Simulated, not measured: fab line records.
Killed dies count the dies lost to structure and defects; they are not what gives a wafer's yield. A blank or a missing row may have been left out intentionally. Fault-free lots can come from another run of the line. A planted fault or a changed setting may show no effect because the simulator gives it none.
A single fault, viewed from 3 desks / flow n5 finfet / each desk holds nothing but its own numbers, with what lay behind them at the end

METROLOGY DESK
Means of the sampled wafers that have a number, per lot and without regard to the tool the lot ran on: this is what the gauges read. If a lot's mean is further than 4 standard deviations from the usual mean, the lot is out of limits and carries the mark OUT (the distance appears in the brackets). It has 10 readings; the 7 that lie furthest out on some lot are the ones shown.
Columns: A = DIBL_N at N5_BEOL_M4_RC_MEAS_101, usual 36.3 mV/V; B = DIBL_P at N5_BEOL_M4_RC_MEAS_101, usual 36.5 mV/V; C = ION_N at N5_BEOL_M4_RC_MEAS_101, usual 677 uA/um; D = ION_P at N5_BEOL_M4_RC_MEAS_101, usual 466 uA/um; E = SS_N at N5_BEOL_M4_RC_MEAS_101, usual 71.5 mV/dec; F = SS_P at N5_BEOL_M4_RC_MEAS_101, usual 73.2 mV/dec; G = VT_P at N5_BEOL_M4_RC_MEAS_101, usual -248.9 mV
lot=L583; first seen here=day 9 15:13; A=36.3; B=35.6; C=694; D=474; E=71.1; F=73.2; G=-247.2
lot=L584; first seen here=day 10 15:33; A=37.2; B=37.6; C=685; D=465; E=71.8; F=74.4; G=-250.3
lot=L589; first seen here=day 10 20:57; A=37.9; B=36.7; C=677; D=466; E=71.5; F=73.1; G=-251.1
lot=L594; first seen here=day 12 14:17; A=35.4; B=36.3; C=683; D=466; E=71.5; F=72.9; G=-248.4
lot=L599; first seen here=day 13 12:25; A=33.8; B=34.1; C=676; D=467; E=70.6; F=72.8; G=-248.4
lot=L602; first seen here=day 14 00:56; A=35.7; B=37.0; C=675; D=464; E=71.7; F=73.0; G=-247.3
Finding of this desk: none of the 6 lots has anything out of limits.

AT THE TOOL OWNER'S DESK: rie diel-06
The tool's own readings at N5_FIN_CUT_STRIP_22 (strips in N2/H2): means of the sampled wafers that have a number, for each lot that ran on this tool. If a lot's mean is further than 4 standard deviations from the usual mean, the lot is out of limits and carries the mark OUT (the distance appears in the brackets).
Columns: A = drypump motor current A at N5_FIN_CUT_STRIP_22, usual 5.9 A; B = oes product au at N5_FIN_CUT_STRIP_22, usual 0.76 a.u.; C = rf vpp V at N5_FIN_CUT_STRIP_22, usual 54.2 V; D = showerhead plenum p Torr at N5_FIN_CUT_STRIP_22, usual 3.42 Torr; E = temp c at N5_FIN_CUT_STRIP_22, usual 40.01 C; F = throttle valve pct at N5_FIN_CUT_STRIP_22, usual 18.95 %
lot=L583; first seen here=day 3 03:34; A=5.4; B=0.80; C=51.2; D=3.35; E=39.97; F=19.07
lot=L589; first seen here=day 4 16:07; A=5.6; B=0.77; C=54.1; D=3.30; E=39.99; F=19.02
lot=L594; first seen here=day 5 22:19; A=5.4; B=0.80; C=53.4; D=3.31; E=40.09; F=18.90
Finding of this desk: none of the 3 lots has anything out of limits.

THE DEFECT DESK
For each lot, the counts of the inspections along the route, averaged over the sampled wafers that have a number. If a lot's mean is further than 4 standard deviations from the usual mean, the lot is out of limits and carries the mark OUT (the distance appears in the brackets).
Columns: A = raw defect count at N5_FIN_CUT_INSPECT_17, usual 191
lot=L583; first seen here=day 3 03:43; A=279
lot=L584; first seen here=day 3 12:22; A=168
lot=L589; first seen here=day 4 16:16; A=1577 (+29) OUT
lot=L594; first seen here=day 5 22:28; A=1557 (+28) OUT
lot=L599; first seen here=day 7 04:50; A=186
lot=L602; first seen here=day 7 22:11; A=189
This desk finds L589, L594 out of limits, L589 being first, at day 4 16:16 (raw defect count at N5_FIN_CUT_INSPECT_17). In limits: L583, L584, L599, L602.

TAKEN TOGETHER
The defect desk could have raised an alarm at day 4 16:16, on L589, L594.
The metrology desk saw nothing out of limits.
The tool owner's desk saw nothing out of limits.
The metrology desk has L589, L594 on record, within its limits.
The tool owner's desk has L589, L594 on record, within its limits.
Every lot named ran N5_FIN_CUT_STRIP_22 on rie diel-06.

WHAT THE SIMULATOR PUT IN
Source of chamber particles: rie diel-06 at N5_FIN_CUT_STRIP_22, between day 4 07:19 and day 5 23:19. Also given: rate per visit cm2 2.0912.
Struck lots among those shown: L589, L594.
Hours from the fault's start to each desk's first reading out of limits: the defect desk, 9.
